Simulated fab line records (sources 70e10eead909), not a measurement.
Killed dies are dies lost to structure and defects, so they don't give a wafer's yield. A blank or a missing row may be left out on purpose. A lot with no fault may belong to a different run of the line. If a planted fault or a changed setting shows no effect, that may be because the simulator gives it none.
Which tool did it?	flow nand harc	24 lots with 72 wafers sampled at 5 steps, on a route of 1302 steps

WHAT THE GAUGES READ, wafer by wafer
NHARC_A_M0_THK_MEAS_24: measures by xrf. Usual: 113.3 nm for thk nm, sd 1.4.
lot	measured	on	thk nm (nm)	flag
L076	day 23 12:52	film metro-02	115.5 112.7 111.6	
L075	day 23 13:46	film metro-01	114.7 113.0 111.8	
L077	day 23 18:57	film metro-02	111.4 112.3 111.4	
L074	day 24 00:26	film metro-01	112.8 113.7 112.6	
L078	day 24 09:25	film metro-02	113.7 111.9 112.8	
L079	day 24 16:08	film metro-01	114.3 112.7 114.1	
L080	day 24 16:58	film metro-01	114.5 113.6 115.1	
L081	day 25 09:35	film metro-02	112.8 113.9 112.8	
L082	day 25 19:00	film metro-01	113.2 111.6 113.3	
L083	day 26 08:58	film metro-02	114.0 112.5 114.5	
L084	day 26 22:05	film metro-02	114.0 112.6 115.3	
L086	day 26 22:56	film metro-01	113.8 113.1 113.4	
L085	day 27 04:58	film metro-01	112.9 110.3 113.0	
L087	day 27 19:39	film metro-01	111.6 113.1 113.4	
L088	day 28 16:45	film metro-01	114.8 115.0 114.8	
L089	day 28 18:50	film metro-01	112.7 113.8 115.2	
L091	day 29 09:37	film metro-01	112.2 111.9 112.4	
L090	day 29 11:02	film metro-02	111.3 114.4 111.6	
L092	day 30 02:28	film metro-01	113.0 114.1 113.2	
L093	day 30 09:32	film metro-02	111.6 114.0 113.4	
L094	day 31 06:06	film metro-01	114.9 114.7 114.7	
L095	day 31 07:57	film metro-02	114.1 114.5 113.1	
L096	day 31 17:25	film metro-01	112.4 114.2 113.2	
L097	day 32 08:03	film metro-02	113.7 114.3 113.2	

NHARC_A_M1_INSPECT_11. Usual: 85 for raw defect count, sd 37.
lot	measured	on	raw defect count	flag
L076	day 23 14:32	defect inspect-01	13 24 15	
L075	day 23 15:19	defect inspect-01	98 85 112	
L077	day 23 20:37	defect inspect-02	121 129 115	
L074	day 24 01:59	defect inspect-01	106 95 114	
L078	day 24 11:05	defect inspect-01	24 20 24	
L079	day 24 18:01	defect inspect-02	169 151 150	
L080	day 24 18:31	defect inspect-02	24 25 16	
L081	day 25 11:08	defect inspect-01	78 87 97	
L082	day 25 20:35	defect inspect-01	106 103 126	
L083	day 26 10:42	defect inspect-01	80 74 92	
L084	day 26 23:46	defect inspect-01	87 79 98	
L086	day 27 00:37	defect inspect-02	69 70 69	
L085	day 27 06:38	defect inspect-02	96 116 95	
L087	day 27 21:12	defect inspect-01	27 21 24	
L088	day 28 18:26	defect inspect-02	61 67 72	
L089	day 28 20:23	defect inspect-02	114 103 109	
L091	day 29 11:18	defect inspect-01	161 136 163	
L090	day 29 12:41	defect inspect-02	60 59 50	
L092	day 30 04:17	defect inspect-01	91 75 77	
L093	day 30 11:14	defect inspect-02	121 118 108	
L094	day 31 07:47	defect inspect-01	104 107 121	
L095	day 31 09:29	defect inspect-01	89 95 74	
L096	day 31 19:44	defect inspect-01	90 91 88	
L097	day 32 09:49	defect inspect-01	70 58 61	

EACH LOT AND THE TOOL THAT RAN IT (in order: tool; ch and the chambers of the sampled wafers; start)
lot	NHARC_A_BLC_DESCUM_15	NHARC_A_BLC_STRIP_21	NHARC_A_M0_CMP_23
L076	rie diel-09 ch 0,1,3, day 23 06:21	rie diel-09 ch 0,1,2, day 23 07:38	cmp-03 ch 0,2,3, day 23 12:33
L075	rie diel-03 ch 0,1,2, day 23 07:08	rie diel-09 ch 0,1,3, day 23 08:29	cmp-04 ch 0,2,3, day 23 13:31
L077	rie diel-09 ch 0,1,3, day 23 12:35	rie diel-03 ch 0,3, day 23 13:43	cmp-01 ch 1,2, day 23 18:40
L074	rie diel-09 ch 2,3, day 23 18:04	rie diel-03 ch 2,3, day 23 19:11	cmp-01 ch 0,1, day 24 00:07
L078	rie diel-09 ch 0,2, day 24 02:30	rie diel-03 ch 2,3, day 24 04:05	cmp-03 ch 0,1,2, day 24 09:08
L079	rie diel-03 ch 0,3, day 24 09:40	rie diel-03 ch 0,2, day 24 10:49	cmp-04 ch 0,3, day 24 15:49
L080	rie diel-09 ch 0,2,3, day 24 10:34	rie diel-03 ch 1,2,3, day 24 11:43	cmp-03 ch 1,2,3, day 24 16:43
L081	rie diel-03 ch 1,2,3, day 25 03:20	rie diel-09 ch 0,1,3, day 25 04:30	cmp-01 ch 0,1,2, day 25 09:16
L082	rie diel-09 ch 0,3, day 25 12:36	rie diel-09 ch 1,2,3, day 25 13:44	cmp-04 ch 0,1,2, day 25 18:45
L083	rie diel-03 ch 0,2,3, day 26 02:37	rie diel-03 ch 0,2,3, day 26 03:46	cmp-03 ch 1,2,3, day 26 08:40
L084	rie diel-03 ch 0,2,3, day 26 15:52	rie diel-03 ch 0,1,3, day 26 17:01	cmp-03 ch 0,1,2, day 26 21:46
L086	rie diel-09 ch 0,1, day 26 16:35	rie diel-07 ch 0,1,3, day 26 17:44	cmp-01 ch 0,1,2, day 26 22:41
L085	rie diel-09 ch 2,3, day 26 22:42	rie diel-03 ch 0,1, day 26 23:50	cmp-01 ch 0,1, day 27 04:41
L087	rie diel-09 ch 0,3, day 27 12:46	rie diel-09 ch 0,1,2, day 27 14:25	cmp-01 ch 0,2,3, day 27 19:23
L088	rie diel-09 ch 0,2,3, day 28 10:26	rie diel-03 ch 1,2, day 28 11:34	cmp-04 ch 0,1,2, day 28 16:31
L089	rie diel-09 ch 0,1,3, day 28 12:29	rie diel-03 ch 0,1,2, day 28 13:38	cmp-01 ch 0,2,3, day 28 18:31
L091	rie diel-03 ch 1,2,3, day 29 03:17	rie diel-03 ch 1,2,3, day 29 04:25	cmp-04 ch 0,1,2, day 29 09:20
L090	rie diel-03 ch 0,1,2, day 29 04:34	rie diel-07 ch 0,1,3, day 29 05:43	cmp-04 ch 1,2,3, day 29 10:43
L092	rie diel-09 ch 0,1, day 29 19:57	rie diel-07 ch 0,1,3, day 29 21:16	cmp-01 ch 1,3, day 30 02:09
L093	rie diel-03 ch 2,3, day 30 03:11	rie diel-09 ch 0,1,2, day 30 04:21	cmp-04 ch 1,2,3, day 30 09:18
L094	rie diel-03 ch 1,2,3, day 30 23:43	rie diel-09 ch 0,2,3, day 31 00:52	cmp-04 ch 0,1,2, day 31 05:47
L095	rie diel-03 ch 1,2,3, day 31 01:34	rie diel-03 ch 0,1,2, day 31 02:43	cmp-01 ch 0,2,3, day 31 07:38
L096	rie diel-09 ch 0,2,3, day 31 11:03	rie diel-07 ch 0,3, day 31 12:12	cmp-01 ch 1,2,3, day 31 17:09
L097	rie diel-03 ch 1,3, day 32 01:28	rie diel-09 ch 0,2,3, day 32 02:36	cmp-04 ch 0,1, day 32 07:44
- NHARC_A_BLC_DESCUM_15: chemistry O2, time 3 s.
- NHARC_A_BLC_STRIP_21: strips in O2.
- NHARC_A_M0_CMP_23: polishes, t overpolish 20 s, target thk 113.75 nm.

AS READ BY THE TOOLS THEMSELVES (means over the sampled wafers that have a number; for cases with no such wafer, the mark the record gives instead)
NHARC_A_BLC_DESCUM_15. Usual: drypump motor current A 5.7 A, standard deviation 0.34; mfc ar sccm 0.015 sccm, standard deviation 0.013; oes product au 0.998 a.u., standard deviation 0.011; rf vpp V 57.6 V, standard deviation 0.96; showerhead plenum p Torr 1.87 Torr, standard deviation 0.086; throttle valve pct 11.312 %, standard deviation 0.0099.
lot	tool	drypump motor current A (A)	mfc ar sccm (sccm)	oes product au (a.u.)	rf vpp V (V)	showerhead plenum p Torr (Torr)	throttle valve pct (%)	flag
L076	rie diel-09	5.7	0.015	0.995	57.8	1.83	11.307	
L075	rie diel-03	5.6	0.020	0.994	57.0	1.88	11.306	
L077	rie diel-09	5.7	0.015	0.992	57.2	1.83	11.310	
L074	rie diel-09	5.6	0.015	1.006	57.3	1.85	11.299	
L078	rie diel-09	5.9	0.011	0.997	58.4	1.99	11.323	
L079	rie diel-03	5.4	0.019	0.994	58.1	1.88	11.310	
L080	rie diel-09	5.8	0.010	1.009	57.7	1.90	11.323	
L081	rie diel-03	5.8	0.011	1.009	58.5	1.87	11.312	
L082	rie diel-09	6.0	0.005	1.002	57.7	1.87	11.305	
L083	rie diel-03	5.6	0.020	1.006	57.3	1.91	11.317	
L084	rie diel-03	5.6	0.020	0.998	58.2	1.91	11.319	
L086	rie diel-09	5.6	0.020	0.991	57.1	1.84	11.311	
L085	rie diel-09	5.6	0.015	0.992	57.0	1.85	11.322	
L087	rie diel-09	6.0	0.005	1.000	57.4	1.87	11.310	
L088	rie diel-09	5.8	0.010	1.001	58.3	1.90	11.314	
L089	rie diel-09	5.7	0.015	0.992	56.2	1.83	11.315	
L091	rie diel-03	5.8	0.011	1.010	57.5	1.87	11.314	
L090	rie diel-03	5.6	0.020	1.001	58.4	1.88	11.309	
L092	rie diel-09	5.9	0.010	0.996	57.4	1.88	11.309	
L093	rie diel-03	5.8	0.022	1.008	58.1	1.93	11.308	
L094	rie diel-03	5.8	0.011	1.012	58.1	1.87	11.318	
L095	rie diel-03	5.8	0.011	1.004	57.2	1.87	11.306	
L096	rie diel-09	5.8	0.010	0.992	58.2	1.90	11.303	
L097	rie diel-03	5.7	0.000	1.007	57.5	1.83	11.304	

NHARC_A_BLC_STRIP_21. Usual: drypump motor current A 5.6 A, standard deviation 0.35; mfc ar sccm 0.015 sccm, standard deviation 0.013; oes product au 1.001 a.u., standard deviation 0.0094; rf vpp V 57.6 V, standard deviation 0.83; showerhead plenum p Torr 3.48 Torr, standard deviation 0.14; throttle valve pct 17.036 %, standard deviation 0.0091.
lot	tool	drypump motor current A (A)	mfc ar sccm (sccm)	oes product au (a.u.)	rf vpp V (V)	showerhead plenum p Torr (Torr)	throttle valve pct (%)	flag
L076	rie diel-09	5.8	0.015	0.992	57.3	3.53	17.028	
L075	rie diel-09	5.7	0.015	0.997	57.5	3.39	17.037	
L077	rie diel-03	5.3	0.019	1.001	57.5	3.47	17.034	
L074	rie diel-03	5.8	0.022	1.006	58.4	3.56	17.042	
L078	rie diel-03	5.7	0.011	0.991	57.6	3.50	17.048	
L079	rie diel-03	5.6	0.031	0.997	57.6	3.57	17.046	
L080	rie diel-03	5.8	0.011	1.007	57.8	3.46	17.038	
L081	rie diel-09	5.7	0.015	1.002	56.6	3.38	17.042	
L082	rie diel-09	5.5	0.020	1.006	57.1	3.43	17.039	
L083	rie diel-03	5.6	0.020	1.011	57.6	3.51	17.031	
L084	rie diel-03	5.6	0.009	1.006	56.9	3.41	17.037	
L086	rie diel-07	5.5	0.014	1.005	58.2	3.57	17.033	
L085	rie diel-03	5.4	0.019	1.003	57.9	3.42	17.034	
L087	rie diel-09	5.8	0.015	0.992	57.8	3.52	17.035	
L088	rie diel-03	5.8	0.011	1.015	57.3	3.41	17.047	
L089	rie diel-03	5.6	0.020	1.012	57.4	3.47	17.043	
L091	rie diel-03	5.8	0.011	1.012	58.1	3.45	17.034	
L090	rie diel-07	5.5	0.014	0.998	57.4	3.56	17.039	
L092	rie diel-07	5.5	0.014	1.001	57.8	3.56	17.045	
L093	rie diel-09	5.8	0.015	1.003	57.3	3.52	17.030	
L094	rie diel-09	5.8	0.010	0.992	57.0	3.50	17.025	
L095	rie diel-03	5.6	0.020	1.003	57.6	3.47	17.034	
L096	rie diel-07	5.9	0.009	1.003	58.3	3.59	17.041	
L097	rie diel-09	5.8	0.010	0.999	57.0	3.50	17.035	

NHARC_A_M0_CMP_23. Usual: edge zone pressure frac 1.000, standard deviation 0.0055; motor current A 11.8 A, standard deviation 1.1; time to endpoint s 28.9 s, standard deviation 2.3.
lot	tool	edge zone pressure frac	motor current A (A)	time to endpoint s (s)	flag
L076	cmp-03	1.003	12.1	31.6	
L075	cmp-04	1.003	11.7	31.1	
L077	cmp-01	0.999	11.1	26.8	
L074	cmp-01	0.995	12.8	29.1	
L078	cmp-03	0.999	12.3	27.9	
L079	cmp-04	0.995	12.0	29.0	
L080	cmp-03	0.997	11.1	29.1	
L081	cmp-01	1.005	11.6	29.7	
L082	cmp-04	1.002	11.9	28.7	
L083	cmp-03	0.999	10.9	29.8	
L084	cmp-03	1.001	12.2	27.6	
L086	cmp-01	1.000	11.3	25.2	
L085	cmp-01	0.998	11.9	29.0	
L087	cmp-01	0.999	11.6	27.8	
L088	cmp-04	1.003	11.8	29.7	
L089	cmp-01	1.002	11.6	28.7	
L091	cmp-04	0.999	12.0	28.8	
L090	cmp-04	1.001	12.0	30.2	
L092	cmp-01	0.999	11.1	29.4	
L093	cmp-04	0.999	12.0	32.0	
L094	cmp-04	1.001	11.9	31.7	
L095	cmp-01	1.002	11.6	29.8	
L096	cmp-01	1.003	10.9	27.9	
L097	cmp-04	1.000	12.3	25.3	

THE ANSWER, worked out from the rows above alone
Rule: a lot is off if the mean of its wafers that have a number lies more than 3 standard deviations from the usual mean. Also off: a lot with no number at a reading for which 4 or more lots have one. The other lots that the step has rows for count as sound. First the gauges in route order, then the tools' own readings, where a lot's mean is used as printed above. At the first step where some lot is off, the reading lying furthest off is the one used; lots without a number count as furthest.
None of the lots is off at any reading shown; this tells nothing.

WHAT THE SIMULATOR HAD INSERTED
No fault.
